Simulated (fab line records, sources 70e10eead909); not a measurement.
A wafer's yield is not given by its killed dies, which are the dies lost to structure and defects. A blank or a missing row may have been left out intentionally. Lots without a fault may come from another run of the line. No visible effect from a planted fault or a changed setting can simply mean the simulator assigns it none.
fab line records -- flow nandHarc
record: lots: 11, wafers: 32, lastDay: 25
route steps=1159 shown A_STAIRCASE@742 A_SGD_CUT@761 END@1159
lots that met no fault: taken from a fault-free run of the same line
startH: the number of hours between the record's first day and the start of the first shown wafer of the lot -- waitH: hours since the lot's step before -- " as in the row above -- L1.1+2: a single row standing in for several wafers -- - no value, or no start given -- * or withheld: withheld -- < > ~ a bound
route shown NAME@n: a module of which the file shows steps, and the number in the route of the first -- usual: mean/standard deviation taken from wafers without a fault -- same: alike in all rows -- chamber/n: place in a boat -- sites: the reading at each site -- _std_site: standard deviation of those values -- _edge_site: mean of outer sites minus mean of inner sites -- radiusMm: how far each site lies from the wafer's centre -- mask NAME#n: copy n -- behind: the last tool/chamber to shape the wafer -- hold: the reason the lot was held/the length of the hold in hours/how it ended -- device: whichever transistor did not switch (one of n, p or np) -- end of line: the same wafers' tests at the end of the route -- step lacking rows: just its recipe -- killed: the dies lost at the first sort to structure and to defects; this is not the yield of the wafer -- map: a wafer's dies, x killed, . not, _ none there
set.NAME: the run value of the setting; set.NAME@STEP: its run value at that earlier step -- model.NAME: the simulator's own value behind a step, which no gauge read
a sample of lots followed through the steps of the route, with each step as a table and each wafer as a row
services: a tool's chamber out of use, with start hour (startH, from the record's first day; less than 0 if before it), hours out, and reason
== steps ==
step: NHARC_A_STAIRCASE_DEP_471
recipe: targetThkA: 1000, tempC: 400, pressureTorr: 6.5, rfW: 900, teosFlowSccm: 161.4, flowSccm: 2650, targetThkNm: 100, gas: O2, material: SiO2
usual: heaterPowerW: 531/94, rfFwdPowerW: 896.0/2.7, throttleValvePct: 16.0/0.47
lot.wafer,tool,chamber,startH,waitH,heaterPowerW,rfFwdPowerW,throttleValvePct
L948.2,pecvd-03,1,315.76,-,559,892.4,15.4
L948.3,pecvd-03,2,315.76,-,567,898.7,15.7
L948.4,pecvd-03,1,315.76,-,579,899.3,15.9
L951.2,pecvd-03,1,324.46,-,560,891.7,15.8
L951.5,pecvd-03,0,324.46,-,474,899.1,15.8
L951.6,pecvd-03,2,324.46,-,617,894.4,16.0
L950.3,pecvd-01,2,326.32,-,504,897.9,15.5
L950.1,pecvd-01,0,326.32,-,598,896.4,16.3
L950.4,pecvd-01,0,326.32,-,599,894.7,16.1
L956.1,pecvd-04,2,359.19,-,585,899.2,15.9
L956.2,pecvd-04,0,359.19,-,502,899.8,17.2
L956.5,pecvd-04,1,359.19,-,405,892.2,16.3
L960.3,pecvd-03,2,384.49,-,632,896.7,16.0
L960.1,pecvd-03,0,384.49,-,411,894.1,15.8
L960.5,pecvd-03,2,384.49,-,617,897.3,16.0
L959.1,pecvd-04,2,397.51,-,678,896.3,15.9
L959.2,pecvd-04,0,397.51,-,534,893.8,17.1
L959.6,pecvd-04,2,397.51,-,691,896.6,15.7
L958.1,pecvd-01,1,397.63,-,460,893.5,15.8
L958.6,pecvd-01,0,397.63,-,661,899.3,16.7
L962.3,pecvd-01,1,405.63,-,478,894.5,15.9
L962.1,pecvd-01,0,405.63,-,673,893.3,16.3
L962.6,pecvd-01,1,405.63,-,478,891.3,16.1
L967.2,pecvd-04,1,426.30,-,354,901.7,16.7
L967.5,pecvd-04,0,426.30,-,501,897.9,16.9
L967.4,pecvd-04,2,426.30,-,623,893.4,15.7
L966.1,pecvd-03,0,427.02,-,479,896.6,15.8
L966.3,pecvd-03,1,427.02,-,605,893.4,15.9
L966.6,pecvd-03,1,427.02,-,616,889.8,16.0
L970.3,pecvd-03,1,447.59,-,610,891.6,15.8
L970.6,pecvd-03,1,447.59,-,610,891.1,15.6
L970.4,pecvd-03,2,447.59,-,580,896.9,16.1
step: NHARC_A_SGD_CUT_DESCUM_14
recipe: timeS: 3, o2FlowSccm: 200, arFlowSccm: 0, biasPowerW: 0, chemistry: O2
usual: drypumpMotorCurrentA: 5.71/0.25, oesProductAu: 1.002/0.016, rfVppV: 57.8/0.98, showerheadPlenumPTorr: 1.90/0.087, throttleValvePct: 11.310/0.0093
lot.wafer,tool,chamber,startH,waitH,drypumpMotorCurrentA,oesProductAu,rfHoursCounterH,rfVppV,showerheadPlenumPTorr,throttleValvePct
L948.4,rieDiel-07,1,317.34,0.1,5.86,0.983,9,57.9,2.02,11.307
L948.2,rieDiel-07,3,317.34,0.1,5.50,1.002,6,58.5,1.90,11.326
L948.3,rieDiel-07,0,317.34,0.1,5.83,0.982,9,56.5,1.77,11.314
L951.2,rieDiel-04,3,325.90,0.1,5.67,1.027,1,57.9,2.04,11.317
L951.6,rieDiel-04,2,325.90,0.1,5.26,1.019,-,58.7,1.89,11.311
L951.5,rieDiel-04,3,325.90,0.1,5.68,1.011,-,59.8,2.04,11.308
L950.3,rieDiel-04,1,327.91,0.1,5.69,0.998,1,58.5,1.78,11.304
L950.1,rieDiel-04,2,327.91,0.1,5.25,1.016,1,57.8,1.89,11.310
L950.4,rieDiel-04,0,327.91,0.1,5.66,1.016,2,56.6,2.00,11.318
L956.1,rieDiel-04,3,360.79,0.1,5.69,1.004,4,59.7,2.03,11.315
L956.2,rieDiel-04,1,360.79,0.1,5.69,1.000,4,57.4,1.78,11.314
L956.5,rieDiel-04,2,360.79,0.1,5.25,1.017,-,58.7,1.89,11.312
L960.3,rieDiel-07,0,386.34,0.1,5.82,0.968,15,56.7,1.77,11.315
L960.1,rieDiel-07,3,386.34,0.1,5.50,0.992,13,57.7,1.90,11.317
L960.5,rieDiel-07,0,386.34,0.1,5.84,0.970,-,56.2,1.77,11.292
L959.2,rieDiel-04,0,399.10,0.1,5.67,1.009,7,57.6,2.00,11.312
L959.1,rieDiel-04,2,399.10,0.1,5.24,1.036,7,58.1,1.89,11.294
L959.6,rieDiel-04,2,399.10,0.1,5.24,1.035,-,57.7,1.89,11.298
L958.1,rieDiel-04,0,399.27,0.1,5.63,1.017,7,59.3,2.00,11.315
L958.6,rieDiel-04,0,399.27,0.1,5.63,1.023,-,59.3,2.00,11.329
L962.1,rieDiel-03,3,407.23,0.1,6.07,0.991,1,57.1,1.92,11.298
L962.3,rieDiel-03,1,407.23,0.1,5.98,1.005,1,59.3,1.85,11.312
L962.6,rieDiel-03,3,407.23,0.1,6.07,1.001,-,57.1,1.92,11.293
L967.2,rieDiel-03,0,427.90,0.1,5.40,0.977,2,57.1,1.85,11.299
L967.4,rieDiel-03,2,427.90,0.1,5.88,0.998,3,57.7,1.94,11.312
L967.5,rieDiel-03,3,427.90,0.1,6.05,1.000,-,58.1,1.92,11.302
L966.1,rieDiel-07,0,428.60,0.1,5.85,0.984,1,56.3,1.77,11.327
L966.3,rieDiel-07,3,428.60,0.1,5.50,0.990,1,57.6,1.90,11.316
L966.6,rieDiel-07,0,428.60,0.1,5.85,0.964,-,57.7,1.77,11.322
L970.4,rieDiel-03,1,449.17,0.1,5.98,0.985,6,56.7,1.84,11.286
L970.3,rieDiel-03,2,449.17,0.1,5.88,0.991,5,55.9,1.94,11.314
L970.6,rieDiel-03,1,449.17,0.1,5.96,0.985,-,56.5,1.84,11.303
step: NHARC_A_SGD_CUT_ETCH_58
recipe: targetDepthA: 390, overEtchFrac: 0.3, timeS: 65, ionEnergyEv: 80, cf4FlowSccm: 150, arFlowSccm: 0, rfW: 300, biasW: 100, chemistry: CF4
usual: drypumpMotorCurrentA: 5.69/0.25, oesProductAu: 1.000/0.014, rfFwdPowerW: 297.5/1.1, rfVppV: 151.1/1.3, runLengthS: 86.3/0.52, showerheadPlenumPTorr: 1.75/0.073, throttleValvePct: 13.283/0.0087
lot.wafer,tool,chamber,startH,waitH,drypumpMotorCurrentA,oesProductAu,rfFwdPowerW,rfHoursCounterH,rfVppV,runLengthS,showerheadPlenumPTorr,throttleValvePct
L948.3,rieDiel-07,0,317.44,0.1,5.85,0.979,299.5,9,149.0,86.4,1.65,13.272
L948.2,rieDiel-07,1,317.44,0.1,5.85,0.987,297.4,9,149.9,86.4,1.86,13.280
L948.4,rieDiel-07,2,317.44,0.1,6.05,0.988,299.3,10,151.9,86.5,1.68,13.277
L951.2,rieDiel-04,0,325.99,0.1,5.62,0.981,299.8,1,152.8,85.5,1.84,13.287
L951.5,rieDiel-04,3,325.99,0.1,5.69,1.015,298.0,-,152.5,87.4,1.87,13.272
L951.6,rieDiel-04,0,325.99,0.1,5.63,0.995,297.2,-,151.5,85.6,1.84,13.293
L950.3,rieDiel-04,2,327.99,0.1,5.26,1.014,297.4,1,149.8,86.9,1.75,13.291
L950.1,rieDiel-04,0,327.99,0.1,5.64,0.992,297.1,2,153.1,85.6,1.84,13.273
L950.4,rieDiel-04,1,327.99,0.1,5.68,0.997,299.0,1,149.1,86.7,1.66,13.288
L956.1,rieDiel-04,3,360.89,0.1,5.68,1.013,298.1,4,152.4,87.1,1.87,13.278
L956.2,rieDiel-04,0,360.89,0.1,5.65,1.004,297.9,4,151.9,85.8,1.84,13.273
L956.5,rieDiel-04,1,360.89,0.1,5.70,1.012,297.3,-,149.7,95.7,1.66,13.296
L960.1,rieDiel-07,1,386.44,0.1,5.86,0.964,297.3,15,152.3,86.8,1.86,13.275
L960.3,rieDiel-07,2,386.44,0.1,6.05,0.987,297.6,17,150.1,86.1,1.68,13.297
L960.5,rieDiel-07,0,386.44,0.1,5.86,0.972,296.5,-,150.7,86.7,1.65,13.290
L959.2,rieDiel-04,0,399.20,0.1,5.68,1.005,298.6,7,151.2,85.6,1.84,13.281
L959.1,rieDiel-04,2,399.20,0.1,5.23,1.020,297.0,7,151.3,86.7,1.75,13.271
L959.6,rieDiel-04,0,399.20,0.1,5.64,1.017,298.3,-,152.9,94.9,1.84,13.275
L958.1,rieDiel-04,0,399.56,0.3,5.66,1.011,297.3,8,150.7,85.9,1.84,13.290
L958.6,rieDiel-04,0,399.56,0.3,5.63,1.005,297.4,-,150.6,94.9,1.84,13.265
L962.3,rieDiel-03,1,407.31,0.1,5.98,0.994,299.5,1,152.9,86.2,1.71,13.275
L962.1,rieDiel-03,3,407.31,0.1,6.00,0.995,297.4,1,151.3,86.2,1.77,13.287
L962.6,rieDiel-03,0,407.31,0.1,5.38,0.985,295.3,-,150.4,86.5,1.71,13.278
L967.2,rieDiel-03,0,428.14,0.2,5.34,0.986,295.0,3,150.6,86.8,1.71,13.293
L967.4,rieDiel-03,2,428.14,0.2,5.89,1.018,297.3,3,151.8,85.3,1.79,13.281
L967.5,rieDiel-03,3,428.14,0.2,6.07,1.018,298.2,-,150.9,86.1,1.77,13.282
L966.3,rieDiel-07,0,428.68,0.1,5.86,0.983,297.2,1,150.3,86.3,1.65,13.274
L966.1,rieDiel-07,2,428.68,0.1,6.07,1.015,298.2,2,149.6,86.4,1.67,13.292
L966.6,rieDiel-07,1,428.68,0.1,5.86,1.004,297.9,-,152.8,86.5,1.85,13.285
L970.3,rieDiel-03,0,449.25,0.1,5.37,0.988,295.6,6,151.7,86.5,1.71,13.286
L970.4,rieDiel-03,3,449.25,0.1,6.05,1.001,297.5,5,152.5,86.0,1.77,13.275
L970.6,rieDiel-03,0,449.25,0.1,5.38,0.992,294.9,-,150.9,86.9,1.71,13.275
step: NHARC_A_SGD_CUT_ETCH_15
recipe: targetDepthA: 750, timeS: 64.3, ch3fFlowSccm: 50, o2FlowSccm: 30, arFlowSccm: 200, rfW: 500, biasW: 100, chemistry: CH3F/O2
usual: drypumpMotorCurrentA: 5.71/0.26, oesProductAu: 0.961/0.019, rfFwdPowerW: 495.6/2, rfVppV: 263.6/1.8, runLengthS: 85.7/0.51, showerheadPlenumPTorr: 2.44/0.11, throttleValvePct: 20.661/0.0094
lot.wafer,tool,chamber,startH,waitH,drypumpMotorCurrentA,oesProductAu,rfFwdPowerW,rfHoursCounterH,rfVppV,runLengthS,showerheadPlenumPTorr,throttleValvePct
L948.4,rieDiel-07,2,-,-,6.12,0.948,496.4,10,262.2,85.5,2.33,20.657
L948.2,rieDiel-07,0,-,-,5.84,0.951,494.7,9,259.6,86.1,2.29,20.668
L948.3,rieDiel-07,1,-,-,5.86,0.912,499.5,10,266.4,85.9,2.59,20.656
L951.2,rieDiel-04,0,-,-,5.66,0.936,498.7,2,264.5,84.7,2.57,20.646
L951.6,rieDiel-04,2,-,-,5.24,0.953,497.6,-,263.2,86.3,2.43,20.660
L951.5,rieDiel-04,3,-,-,5.69,0.963,496.7,-,266.2,86.1,2.61,20.642
L950.3,rieDiel-04,1,-,-,5.68,0.949,497.9,1,261.7,86.4,2.30,20.670
L950.1,rieDiel-04,2,-,-,5.24,0.971,495.9,1,264.2,86.1,2.43,20.660
L950.4,rieDiel-04,3,-,-,5.71,0.998,498.4,2,265.3,86.1,2.61,20.662
L956.2,rieDiel-04,1,-,-,5.71,0.955,497.1,4,260.6,85.9,2.30,20.656
L956.1,rieDiel-04,2,-,-,5.22,0.969,491.5,4,263.8,86.1,2.43,20.680
L956.5,rieDiel-04,1,-,-,5.69,0.949,497.2,-,261.7,86.2,2.30,20.671
L960.1,rieDiel-07,1,-,-,5.88,0.899,495.6,16,267.0,86.0,2.59,20.667
L960.3,rieDiel-07,3,-,-,5.50,0.918,494.8,13,263.9,85.4,2.44,20.646
L960.5,rieDiel-07,1,-,-,5.87,0.907,495.4,-,264.6,85.6,2.59,20.667
L959.1,rieDiel-04,2,-,-,5.25,0.984,494.4,7,264.3,86.2,2.43,20.653
L959.2,rieDiel-04,0,-,-,5.66,0.965,497.1,8,264.4,85.4,2.57,20.650
L959.6,rieDiel-04,2,-,-,5.25,0.992,492.7,-,263.7,85.9,2.43,20.648
L958.1,rieDiel-04,0,-,-,5.67,0.953,497.2,8,267.3,85.0,2.57,20.664
L958.6,rieDiel-04,1,-,-,5.72,0.954,499.3,-,262.9,85.6,2.29,20.652
L962.3,rieDiel-03,2,-,-,5.89,0.973,495.3,1,263.0,85.1,2.49,20.648
L962.1,rieDiel-03,1,-,-,5.97,0.977,494.7,1,262.9,85.4,2.38,20.670
L962.6,rieDiel-03,2,-,-,5.89,0.970,493.4,-,264.8,84.6,2.49,20.663
L967.4,rieDiel-03,2,-,-,5.88,0.964,496.0,3,262.0,84.7,2.49,20.663
L967.2,rieDiel-03,0,-,-,5.36,0.934,492.5,3,262.0,86.1,2.38,20.655
L967.5,rieDiel-03,1,-,-,5.97,0.956,494.5,-,262.6,85.2,2.37,20.672
L966.3,rieDiel-07,3,-,-,5.53,0.971,494.3,2,263.8,85.7,2.44,20.672
L966.1,rieDiel-07,0,-,-,5.83,0.934,496.1,2,262.3,85.5,2.28,20.660
L966.6,rieDiel-07,1,-,-,5.89,0.962,495.2,-,266.0,86.0,2.58,20.672
L970.3,rieDiel-03,0,-,-,5.38,0.941,492.3,6,262.0,85.9,2.38,20.656
L970.4,rieDiel-03,1,-,-,5.98,0.949,499.3,6,263.4,85.1,2.37,20.658
L970.6,rieDiel-03,0,-,-,5.40,0.948,492.2,-,262.5,86.1,2.38,20.662
step: NHARC_END_SORT_01
recipe: tempC: 25
usual: killedAtArray: 26/9.1, killedAtOther: 0.7/0.9, killedAtPeriphery: 3.6/2.8, killedDies: 30/9.2, killedOpen: 3.0/1.9, killedShort: 2.0/1.4
same: grossDies: 677
lot.wafer,tool,chamber,startH,waitH,killedAtArray,killedAtOther,killedAtPeriphery,killedDies,killedOpen,killedShort
L956.1,prober-02,0,489.53,2.5,20,1,0,21,0,0
L956.2,prober-02,0,490.33,2.8,23,0,0,23,2,2
L956.5,prober-02,0,492.71,3.7,24,1,3,28,0,2
L960.1,prober-02,0,512.38,2.5,24,0,5,29,7,3
L960.3,prober-02,0,514.02,3.1,32,0,4,36,5,2
L960.5,prober-02,0,515.67,3.8,30,0,0,30,6,1
L959.1,prober-01,0,526.09,2.5,18,0,0,18,3,1
L959.2,prober-01,0,526.89,2.8,13,1,4,18,1,2
L959.6,prober-01,0,530.10,4.0,20,0,5,25,4,2
L958.1,prober-02,0,537.37,2.5,39,1,4,44,2,2
L958.6,prober-02,0,541.38,4.0,32,1,2,35,7,2
L962.1,prober-01,0,561.74,2.5,26,0,11,37,4,0
L962.3,prober-01,0,563.36,3.1,16,0,8,24,2,3
L962.6,prober-01,0,565.79,4.0,22,1,10,33,1,1
killed by level:class
L956.1 A_CHANNEL_HOLE_D1:chamberFilmFlake=12 A_STAIRCASE:chamberFilmFlake=6 A_CONTACT:chamberFilmFlake=2 THIN_TSV:chamberFilmFlake=1
L956.2 A_CHANNEL_HOLE_D1:chamberFilmFlake=13 A_STAIRCASE:chamberFilmFlake=3 A_CONTACT:chamberFilmFlake=2 A_CHANNEL_FILL_D1:geometricParticle:open=1 A_WL_FILL:geometricParticle:short=1 A_CONTACT:geometricParticle:open=1 A_M0:geometricParticle:short=1 A_WL_FILL:chamberFilmFlake=1
L956.5 A_CHANNEL_HOLE_D1:chamberFilmFlake=15 A_STAIRCASE:chamberFilmFlake=5 P_STI:chamberFilmFlake=3 A_WL_FILL:geometricParticle:short=2 A_WL_FILL:chamberFilmFlake=1 A_CONTACT:chamberFilmFlake=1 THIN_TSV:chamberFilmFlake=1
L960.1 A_CHANNEL_HOLE_D1:chamberFilmFlake=12 A_M0:geometricParticle:open=3 A_CONTACT:chamberFilmFlake=3 P_GATE:geometricParticle:open=1 P_CONTACT:geometricParticle:open=1 P_M1:geometricParticle:open=1 A_ONON_D1:geometricParticle:short=1 A_CHANNEL_FILL_D1:geometricParticle:open=1
L960.3 A_CHANNEL_HOLE_D1:chamberFilmFlake=19 A_STAIRCASE:chamberFilmFlake=4 A_CONTACT:chamberFilmFlake=4 A_ONON_D1:geometricParticle:open=2 A_SGD_CUT:geometricParticle:open=2 P_GATE:chamberFilmFlake=2 P_M0:geometricParticle:open=1 P_M0:geometricParticle:short=1
L960.5 A_CHANNEL_HOLE_D1:chamberFilmFlake=20 A_M0:geometricParticle:open=2 A_CONTACT:chamberFilmFlake=2 A_SOURCE_PLATE:geometricParticle:open=1 A_CHANNEL_FILL_D1:geometricParticle:open=1 A_CONTACT:geometricParticle:open=1 A_BLC:geometricParticle:open=1 A_M1:geometricParticle:short=1
L959.1 A_CONTACT:chamberFilmFlake=6 A_CHANNEL_HOLE_D1:chamberFilmFlake=4 A_ONON_D1:geometricParticle:open=1 A_SGD_CUT:geometricParticle:short=1 A_CONTACT:geometricParticle:open=1 A_M0:geometricParticle:open=1 A_ZERO_WELL:chamberFilmFlake=1 A_STAIRCASE:chamberFilmFlake=1
L959.2 A_CHANNEL_HOLE_D1:chamberFilmFlake=8 P_M1:chamberFilmFlake=3 THIN_TSV:chamberFilmFlake=1 A_CONTACT:geometricParticle:open=1 A_CONTACT:geometricParticle:short=1 A_BLC:geometricParticle:short=1 P_ZERO_WELL:chamberFilmFlake=1 A_ZERO_WELL:chamberFilmFlake=1
L959.6 A_CHANNEL_HOLE_D1:chamberFilmFlake=7 P_M1:chamberFilmFlake=4 A_WL_FILL:chamberFilmFlake=3 A_CONTACT:geometricParticle:open=2 A_BLC:geometricParticle:open=2 A_CONTACT:chamberFilmFlake=2 A_CONTACT:geometricParticle:short=1 A_BLC:geometricParticle:short=1
L958.1 A_SLIT:chamberFilmFlake=16 A_CHANNEL_HOLE_D1:chamberFilmFlake=15 A_CONTACT:chamberFilmFlake=5 P_M1:chamberFilmFlake=2 P_CONTACT:geometricParticle:short=1 P_M2:geometricParticle:open=1 A_WL_FILL:geometricParticle:open=1 A_M0:geometricParticle:short=1
L958.6 A_CHANNEL_HOLE_D1:chamberFilmFlake=10 A_SLIT:chamberFilmFlake=9 A_STAIRCASE:chamberFilmFlake=3 A_M0:geometricParticle:open=2 A_CONTACT:chamberFilmFlake=2 P_M0:geometricParticle:open=1 P_M2:geometricParticle:open=1 A_CHANNEL_FILL_D1:geometricParticle:open=1
L962.1 A_CHANNEL_HOLE_D1:chamberFilmFlake=19 P_BONDPAD:chamberFilmFlake=7 A_CONTACT:chamberFilmFlake=4 A_M0:geometricParticle:open=2 P_M1:chamberFilmFlake=2 P_CONTACT:geometricParticle:open=1 A_CONTACT:geometricParticle:open=1 P_GATE:chamberFilmFlake=1
L962.3 A_CHANNEL_HOLE_D1:chamberFilmFlake=10 P_BONDPAD:chamberFilmFlake=4 A_CONTACT:chamberFilmFlake=3 P_GATE:geometricParticle:short=1 P_CONTACT:geometricParticle:open=1 A_CHANNEL_HOLE_D1:geometricParticle:short=1 A_SGD_CUT:geometricParticle:open=1 A_SGD_CUT:geometricParticle:short=1
L962.6 A_CHANNEL_HOLE_D1:chamberFilmFlake=19 P_BONDPAD:chamberFilmFlake=5 P_ZERO_WELL:chamberFilmFlake=2 P_CONTACT:geometricParticle:open=1 P_CONTACT:geometricParticle:short=1 P_M1:chamberFilmFlake=1 A_WL_FILL:chamberFilmFlake=1 A_CONTACT:chamberFilmFlake=1
== services ==
tool,chamber,startH,hours,kind
pecvd-03,-,292.05,13.0,pm
rieDiel-04,0,297.90,-,clean
rieDiel-04,1,297.90,-,clean
rieDiel-04,2,297.90,-,clean
rieDiel-04,3,297.90,-,clean
rieDiel-07,1,303.10,12.3,repair
rieDiel-04,0,322.40,-,clean
rieDiel-04,1,322.40,-,clean
rieDiel-04,2,322.40,-,clean
rieDiel-04,3,322.40,-,clean
pecvd-04,1,331.20,11.3,repair
rieDiel-04,0,336.17,4.6,repair
pecvd-01,-,344.04,0.2,repair
rieDiel-04,0,346.90,-,clean
rieDiel-04,1,346.90,-,clean
rieDiel-04,2,346.90,-,clean
rieDiel-04,-,350.57,0.4,repair
rieDiel-04,-,357.65,0.2,repair
pecvd-04,-,376.00,13.0,pm
rieDiel-04,3,392.19,13.0,repair
rieDiel-03,-,392.37,9.0,pm
rieDiel-07,-,405.20,9.0,pm
pecvd-01,-,411.29,0.9,repair
pecvd-01,-,418.26,13.0,pm
== key ==
firstSign: step: NHARC_A_SGD_CUT_ETCH_58, reading: runLengthS, direction: up, sigmas: 17, usual: *, struck: *
effect none on later readings
metAt NHARC_A_SGD_CUT_ETCH_58
struckLots L956,L958,L959
struckWafers L956.5,L958.6,L959.6
testerLeftOut L956,L958,L959
notActingAt NHARC_A_STAIRCASE_DEP_471,NHARC_A_SGD_CUT_DESCUM_14,NHARC_A_SGD_CUT_ETCH_15
onsetBetween 327.99 360.89
fault: kind: processParameterDrift, tool: rieDiel-04, chamber: -, onsetH: 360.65, steps: NHARC_A_SGD_CUT_ETCH_58, channel: timeS, offset: *, shape: step, endH: 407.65, scope: struckWafersOnly, actsIn: *, stated: *
testerLeftOut: of these lots the tester's yield and bins aren't shown, on N5 and GAA mostly nor the transistor test; their killed dies are dies lost to structure and defects alone, not to doping, threshold or leakage, so they don't give the yield
